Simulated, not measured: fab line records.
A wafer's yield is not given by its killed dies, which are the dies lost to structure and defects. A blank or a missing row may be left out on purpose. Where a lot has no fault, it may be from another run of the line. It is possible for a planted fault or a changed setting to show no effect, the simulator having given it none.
Comparing a struck lot with a sound one	flow n5 finfet	37 steps out of a route of 1938
Sound: the wafers L960.1, L960.2, L960.4. Struck: wafer L955.4 (left out: L955.3, L955.6 of the same lot, which were not struck); the cause appears at the end.
Per side, at each step with rows, come the tool, then ch with its chambers, and then its first start. Under that, the readings that differ: sound wafers	struck wafers	difference of the means	sigmas: that difference in standard deviations of wafers without a fault.
alike: readings with means less than 2 such deviations apart, plus words and numbers identical on both sides. not compared: withheld readings, readings lacking a value on some wafer, bounds such as >300 that could conceal the same value, and numbers that have no deviation in the record and whose values overlap.
Wherever a step has rows on one side only, a row that says differs or no value, or a row with sigmas, the two part there. When numbers do not overlap yet have no deviation, they are printed without sigmas and do not part them. Lack of a reading on every wafer of one side parts them only where that side has two or more wafers.

first, 9 steps without rows for these wafers: N5_PMOS_HMC_CHANNEL_EPI_EPI_26 (deposits Si from SiH4/H2, target thk 3.8 nm, time 22.7 s); N5_FIN_SAQP_PRECLEAN_42 (cleans in O3/DIW, time 60 s); N5_FIN_SAQP_PRECLEAN_00 (cleans in SC1, time 60 s); N5_FIN_SAQP_PRECLEAN_44 (cleans in SC2, time 45 s); N5_FIN_SAQP_SRD_01 (time 30 s); N5_FIN_SAQP_ALD_61 (deposits SiO2, target thk 4 nm, pulse time 1 s, purge time 2 s); N5_FIN_SAQP_DENSIFY_62 (time 60 s); N5_FIN_SAQP_HM_DEP_03 (deposits SiNx from SiH4/NH3/N2, target thk 38 nm, time 33.6 s); N5_FIN_SAQP_PECVD_47 (deposits a-Si from SiH4/He, target thk 45 nm, time 36.3 s).
N5_FIN_SAQP_PECVD_48: deposits SiNx from SiH4/NH3/N2, target thk 25 nm, time 22.1 s.
  sound on pecvd-01 ch 1,2, day 6 16:56; struck on pecvd-04 ch 0, day 5 10:05
reading	sound	struck	difference	sigmas
model.SiNx_of_FIN_SAQP_PECVD_48.thk nm (nm)	24.17 24.55 24.73	30.44	+5.96	
  alike: heater power w, showerhead plenum p Torr, throttle valve pct
then, 24 steps without rows for these wafers: N5_FIN_SAQP_PECVD_06 (deposits a-Si from SiH4/He, target thk 60 nm, time 48.1 s); N5_FIN_SAQP_HM_DEP_72 (deposits SiO2 from SiH4/N2O, target thk 12 nm, time 7.2 s); N5_FIN_SAQP_COAT_49 (time 60 s, resist thk 100 nm); N5_FIN_SAQP_COAT_50 (time 60 s, resist thk 35 nm); N5_FIN_SAQP_COAT_10 (resist thk 90 nm); N5_FIN_SAQP_EBR_12; N5_FIN_SAQP_SOFTBAKE_11 (time 60 s); N5_FIN_SAQP_EXPOSE_13 (exposes mask FIN CORE, target cd 35.6 nm); N5_FIN_SAQP_PEB_14 (peb time 60 s); N5_FIN_SAQP_DEVELOP_15 (develop time 30 s); N5_FIN_SAQP_DESCUM_21 (chemistry O2, time 7.9 s); N5_FIN_SAQP_ETCH_51 (etches SiARC in CF4, target depth 45.5 nm, time 75.8 s); N5_FIN_SAQP_ETCH_52 (etches SOC in N2/H2, target depth 100 nm, overetch 20 nm, time 150 s); N5_FIN_SAQP_STRIP_53 (strips in N2/H2); N5_FIN_SAQP_HM_OPEN_73 (chemistry CHF3/O2, target SiO2, stops on a-Si, target depth 12 nm, time 16.8 s); N5_FIN_SAQP_STRIP_74 (strips in CHF3/O2); N5_FIN_SAQP_MANDREL_ETCH_22 (etches a-Si in HBr/Cl2, stops on SiNx, target depth 60 nm, bt time 10 s, time 30 s); N5_FIN_SAQP_STRIP_55 (strips in N2/H2); N5_FIN_SAQP_STRIP_23 (strips in SPM, time 750 s); N5_FIN_SAQP_SRD_66 (time 30 s); N5_FIN_SAQP_RECESS_75 (chemistry HF/NH3, target SiO2, target depth 14.4 nm, afs cycles 3, sublimation time 60 s); N5_FIN_SAQP_SPACER1_ALD_24 (deposits SiO2, target thk 20.3 nm, pulse time 1 s, purge time 2 s); N5_FIN_SAQP_SPACER1_ETCHBACK_25 (etches SiO2 in CHF3/O2, target depth 24.4 nm, time 12.2 s); N5_FIN_SAQP_MANDREL1_REMOVE_56 (chemistry HBr/Cl2/O2, target a-Si, stops on SiNx, bt time 10 s).
N5_FIN_SAQP_ETCH_57: etches SiNx in CH3F/O2, target depth 32.5 nm, time 46.4 s.
  sound on rie diel-01 ch 0,2,3, day 6 20:31; struck on rie diel-01 ch 2, day 5 13:16
reading	sound	struck	difference	sigmas
etch rf on time s (s)	45.6 45.9 46.2	58.0	+12.1	+13
rf hours counter h (h)	216 93 156	82	-73	
model.etch.depth nm (nm)	24.17 24.47 24.66	30.35	+5.92	
  alike: CH3F_flow_sccm, chamber pressure mTorr, drypump motor current A, oes product au, rf vpp V, showerhead plenum p Torr, throttle valve pct
-- a jump in the record: the struck wafers' starts before and after are 6 days apart (it breaks off in module FIN_SAQP and resumes in module BEOL_M4, where the first step shown is number 1111 of the route) --
N5_BEOL_M4_RC_MEAS_101:
  sound on prober-01 ch 0, day 12 20:08; struck on prober-02 ch 0, day 11 14:09
reading	sound	struck	difference	sigmas
ION_N (uA/um)	633 675 660	687	+31	+3
SS_N (mV/dec)	70.2 71.4 70.8	72.0	+1.2	+2
VT_N (mV)	260 252 251	246	-8	-3
  alike: DIBL_N, DIBL_P, IOFF_N, IOFF_P, ION_P, SS_P, VT_P
-- here the record skips 5 days between the struck wafers' starts before and after, leaving off in module BEOL_M4 and picking up in module PASSIVATION (first step shown: number 1936 of the route) --
N5_PASSIVATION_PROBE_49:
  struck on prober-01, day 16 06:40; sound on prober-01, day 16 22:10
reading	sound	struck	difference	sigmas
killed at other	9 16 7	0	-11	-3
sort_bin_8_speed (%)	2.88 0 0	0	-1	-4
  alike: defect limited yield, killed_at_M0_to_M3, killed_at_M4_up, killed at contacts, killed at front end, killed dies, killed open, killed short, sort_bin_5_function, sort_bin_6_memory, sort n pass, sort yield pct

== WHERE THEY PART ==
Earliest at N5_FIN_SAQP_ETCH_57; latest, in this record, at N5_PASSIVATION_PROBE_49.

WHY: the cause the simulator had injected
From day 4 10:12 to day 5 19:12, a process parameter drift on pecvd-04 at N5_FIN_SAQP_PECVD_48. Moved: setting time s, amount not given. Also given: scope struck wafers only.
